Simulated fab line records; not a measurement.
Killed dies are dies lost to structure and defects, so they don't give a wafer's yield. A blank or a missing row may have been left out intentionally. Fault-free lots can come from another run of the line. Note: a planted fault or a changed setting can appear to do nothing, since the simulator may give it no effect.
A lot that was struck, set against a sound lot || flow n5Finfet || 16 steps out of a route of 1938
Sound: the wafers L903.1, L903.3, L903.4. Struck: wafer L909.5 (L909.4, L909.6, from the same lot, were not struck and are left out); the cause is given at the end.
For every step that has rows: the tool of each side, followed by ch and its chambers, followed by its first start. Under that, the readings that differ: sound wafers || struck wafers || difference of the means || sigmas: that difference in standard deviations of wafers without a fault.
alike: readings whose means differ by less than 2 such deviations, and words and numbers that are the same on both sides. not compared: withheld readings, readings that some wafer has no value for, bounds like >300 that may hide the same value, and numbers for which the record gives no deviation and whose values overlap.
The two part at a step that has a row with sigmas, a row that says differs or no value, or rows on one side only. Numbers that have no deviation but don't overlap get no sigmas and don't part them. A reading that every wafer of one side lacks parts them only if that side has two wafers or more.

N5_BEOL_M1_ETCH_41: etches SiCN in CH3F/O2, target depth 31.9 nm, time 57.8 s.
  sound: rieDiel-06 ch 0,1,2; struck: rieDiel-04 ch 0
{"reading": "oesProductAu (a.u.)", "sound": "0.75 0.78 0.69", "struck": 0.98, "difference": "+0.24", "sigmas": "+3"}
  alike: drypumpMotorCurrentA, rfVppV, showerheadPlenumPTorr, throttleValvePct
  not compared: rfHoursCounterH
then, 1 step without rows for these wafers: N5_BEOL_M1_STRIP_97 (strips in N2/H2, time 10 s).
N5_BEOL_M1_OCD_MEAS_38:
  sound on ocd-01, day 7 01:13; struck on ocd-01, day 8 21:15
{"reading": "trenchDepthNm (nm)", "sound": "55.0 54.9 54.3", "struck": 57.1, "difference": "+2.4", "sigmas": "+3"}
then, 4 steps without rows for these wafers: N5_BEOL_M1_HM_STRIP_39 (strips TiN in peroxide tin strip, target depth 25 nm, time 158 s); N5_BEOL_M1_SRD_40 (time 30 s); N5_BEOL_M1_PRECLEAN_42 (cleans in residue remover, time 60 s); N5_BEOL_M1_SRD_43 (time 30 s).
N5_BEOL_M1_CD_MEAS_35: target cd 18 nm, target cd y 21 nm.
  sound on cdSem-03, day 7 01:22; struck on cdSem-03, day 8 21:24
  alike: cdNm
N5_BEOL_M1_DEGAS_44: time 60 s.
  sound on pvdSputter-02, day 7 01:38; struck on pvdSputter-02, day 8 21:28
  alike: heaterPowerW, susceptorTempC
N5_BEOL_M1_PRE_CLEAN_45: time 30 s.
  sound on pvdSputter-02, day 7 01:41; struck on pvdSputter-02, day 8 21:30
  alike: heaterPowerW, susceptorTempC
N5_BEOL_M1_ALD_84: deposits TaN, pulse time 2 s, purge time 3 s, co reactant purge time 2 s.
  sound on aldMetal-04 ch 0,2,3, day 7 01:44; struck on aldMetal-03 ch 2, day 8 21:34
  alike: heaterPowerW, susceptorTempC
N5_BEOL_M1_SURFACE_TREAT_85:
  sound on pvdSputter-03, day 7 01:59; struck on pvdSputter-03, day 8 21:52
  not compared: throttleValvePct
N5_BEOL_M1_CVD_47: deposits Co from CCTBA/H2, target thk 3 nm, time 223.8 s.
  sound on cvdCo-02 ch 1,2, day 7 02:07; struck on cvdCo-02 ch 1, day 8 22:01
{"reading": "runLengthS (s)", "sound": "246.0 246.8 246.2", "struck": 370.1, "difference": "+123.8", "sigmas": "+99 or more"}
then, 1 step without rows for these wafers: N5_BEOL_M1_SPUTTER_48 (material Cu, target thk 4.5 nm, time 8.29 s).
-- record jumps: 2 days separate the struck wafers' starts on either side; left off in module BEOL_M1, taken up again in module BEOL_M4, whose first shown step is the route's number 1111 --
N5_BEOL_M4_RC_MEAS_101:
  sound on prober-02 ch 0, day 9 03:58; struck on prober-01 ch 0, day 11 09:59
{"reading": "ION_P (uA/um)", "sound": "455 464 452", "struck": 473, "difference": "+16", "sigmas": "+2"}
{"reading": "VT_P (mV)", "sound": "-251.4 -250.1 -251.7", "struck": -244.2, "difference": "+6.9", "sigmas": "+2"}
  alike: DIBL_N, DIBL_P, IOFF_N, IOFF_P, ION_N, SS_N, SS_P, VT_N
-- record jumps: 5 days separate the struck wafers' starts on either side; left off in module BEOL_M4, taken up again in module PASSIVATION, whose first shown step is the route's number 1936 --
N5_PASSIVATION_PROBE_49:
  sound on prober-02, day 13 15:18; struck on prober-02, day 15 22:18
{"reading": "defectLimitedYield (%)", "sound": "88.0 88.7 88.6", "struck": 91.6, "difference": "+3.2", "sigmas": "+3"}
{"reading": "killedAtContacts", "sound": "23 14 25", "struck": 7, "difference": -14, "sigmas": -2}
{"reading": "killedAtOther", "sound": "11 6 8", "struck": 2, "difference": -6, "sigmas": -2}
{"reading": "killedDies", "sound": "142 133 135", "struck": 99, "difference": -38, "sigmas": -3}
{"reading": "killedOpen", "sound": "93 90 90", "struck": 67, "difference": -24, "sigmas": -2}
{"reading": "sort_bin_5_function (%)", "sound": "7.8 6.1 7.4", "struck": 5.0, "difference": -2.1, "sigmas": -2}
{"reading": "sortNPass", "sound": "1038 1047 1045", "struck": 1081, "difference": "+38", "sigmas": "+3"}
{"reading": "sortYieldPct (%)", "sound": "88.0 88.7 88.6", "struck": 91.6, "difference": "+3.2", "sigmas": "+3"}
  alike: killed_at_M0_to_M3, killed_at_M4_up, killedAtFrontEnd, killedShort, sort_bin_6_memory

== WHERE THEY PART ==
Earliest at N5_BEOL_M1_ETCH_41; latest, in this record, at N5_PASSIVATION_PROBE_49.

WHY: what had been put in by the simulator
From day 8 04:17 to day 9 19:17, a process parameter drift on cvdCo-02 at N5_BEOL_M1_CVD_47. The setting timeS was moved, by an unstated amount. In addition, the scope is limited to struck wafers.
